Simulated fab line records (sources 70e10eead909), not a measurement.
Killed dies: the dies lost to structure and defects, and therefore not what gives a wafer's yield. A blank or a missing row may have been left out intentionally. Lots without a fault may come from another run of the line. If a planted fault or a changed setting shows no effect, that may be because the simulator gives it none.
The tool behind it: which one? | flow nand-harc | 12 lots with 36 wafers sampled at 5 steps, on a route of 1302 steps

== WHAT THE GAUGES READ, wafer by wafer ==
NHARC_A_STAIRCASE_INSPECT_155.
lot  | measured     | on                | raw-defect-count
L075 | day 19 14:16 | defect-inspect-01 | 345 399 416
L076 | day 20 01:48 | defect-inspect-01 | 618 340 440
L078 | day 21 11:35 | defect-inspect-01 | 335 366 318
L082 | day 22 11:18 | defect-inspect-01 | 548 595 509
L083 | day 23 01:59 | defect-inspect-02 | 499 454 391
L084 | day 23 12:41 | defect-inspect-02 | 388 304 338
L086 | day 23 21:50 | defect-inspect-01 | 439 289 338
L088 | day 24 22:06 | defect-inspect-01 | 551 500 466
L091 | day 26 03:52 | defect-inspect-01 | 435 448 480
L093 | day 27 00:05 | defect-inspect-02 | 308 352 387
L095 | day 28 04:23 | defect-inspect-01 | 619 349 431
L096 | day 28 03:36 | defect-inspect-02 | 447 519 426

== TOOL THAT RAN EACH LOT (tool first, then ch and the chambers of the sampled wafers, then the start) ==
lot  | NHARC_A_STAIRCASE_ETCH_271         | NHARC_A_STAIRCASE_ETCH_294                    | NHARC_A_STAIRCASE_ETCHBACK_157     | NHARC_A_STAIRCASE_DEP_471
L075 | rie-diel-13 ch 0,1,2, day 16 16:43 | rie-diel-02 ch 0,1,2, day 19 13:25 or earlier | rie-diel-02 ch 0,1,2, day 19 13:25 | pecvd-02 ch 0,2, day 19 13:41
L076 | rie-diel-13 ch 0,3, day 17 09:43   | rie-diel-04 ch 1,2,3, day 20 00:46 or earlier | rie-diel-02 ch 0,2, day 20 00:46   | pecvd-01 ch 1,2, day 20 01:08
L078 | rie-diel-04 ch 0,1,2, day 18 17:56 | rie-diel-02 ch 1,2, day 21 10:42 or earlier   | rie-diel-04 ch 0,1,3, day 21 10:42 | pecvd-03 ch 0,1,2, day 21 10:59
L082 | rie-diel-02 ch 0,2,3, day 19 18:28 | rie-diel-04 ch 0,3, day 22 10:25 or earlier   | rie-diel-04 ch 0,1,3, day 22 10:25 | pecvd-03 ch 1,2, day 22 10:41
L083 | rie-diel-13 ch 0,1,2, day 20 10:16 | rie-diel-02 ch 1,2,3, day 23 00:59 or earlier | rie-diel-02 ch 1,2, day 23 00:59   | pecvd-02 ch 0,2, day 23 01:22
L084 | rie-diel-13 ch 1,2,3, day 20 21:16 | rie-diel-13 ch 1,2,3, day 23 11:34 or earlier | rie-diel-13 ch 0,3, day 23 11:34   | pecvd-02 ch 0,2, day 23 12:05
L086 | rie-diel-13 ch 0,3, day 21 05:20   | rie-diel-02 ch 0,1,2, day 23 20:53 or earlier | rie-diel-13 ch 2,3, day 23 20:53   | pecvd-02 ch 0,1,2, day 23 21:18
L088 | rie-diel-04 ch 0,1,2, day 22 05:51 | rie-diel-13 ch 0,2,3, day 24 21:10 or earlier | rie-diel-13 ch 0,2, day 24 21:10   | pecvd-03 ch 0,2, day 24 21:31
L091 | rie-diel-13 ch 0,1,2, day 23 09:23 | rie-diel-13 ch 2,3, day 23 18:52              | rie-diel-04 ch 1,2,3, day 26 02:58 | pecvd-01 ch 0,1,2, day 26 03:14
L093 | rie-diel-13 ch 0,1, day 24 08:58   | rie-diel-04 ch 1,2, day 26 23:11 or earlier   | rie-diel-13 ch 1,2,3, day 26 23:11 | pecvd-03 ch 1,2, day 26 23:31
L095 | rie-diel-13 ch 1,2,3, day 25 15:40 | rie-diel-04 ch 0,2,3, day 28 03:30 or earlier | rie-diel-02 ch 0,3, day 28 03:30   | pecvd-02 ch 0,1, day 28 03:47
L096 | rie-diel-04 ch 0,1,3, day 25 18:28 | rie-diel-13 ch 2,3, day 28 02:42 or earlier   | rie-diel-13 ch 0,3, day 28 02:42   | pecvd-03 ch 0,1,2, day 28 02:59
- NHARC_A_STAIRCASE_ETCH_271: etches the open film in CF4/CHF3.
- NHARC_A_STAIRCASE_ETCH_294: etches the open film in C4F8/O2/Ar, target depth 4989 nm, time 1211.6 s.
- NHARC_A_STAIRCASE_ETCHBACK_157: etches the open film in CH3F/O2, target depth 90 nm, time 167.14 s.
- NHARC_A_STAIRCASE_DEP_471: deposits SiO2, target thk 100 nm.

== THE ANSWER, worked out from the rows above alone ==
Rule: usual is defined by the lots themselves. Put in order of their means at a reading, lots are off if they are a third of the lots or fewer, leave a main group of 4 or more, and stand apart from it by a gap of 3 or more times the standard deviation of the main group's means; of several such gaps the widest counts. Not used: any main group whose means are identical at the precision the tables above print for the reading. Also off: a lot with no number at a reading for which 4 or more lots have one. Where the step has rows for the other lots, those lots are counted as sound.
No lot is off on any of the readings shown, so nothing can be concluded from this.

== WHAT WAS PUT IN BY THE SIMULATOR ==
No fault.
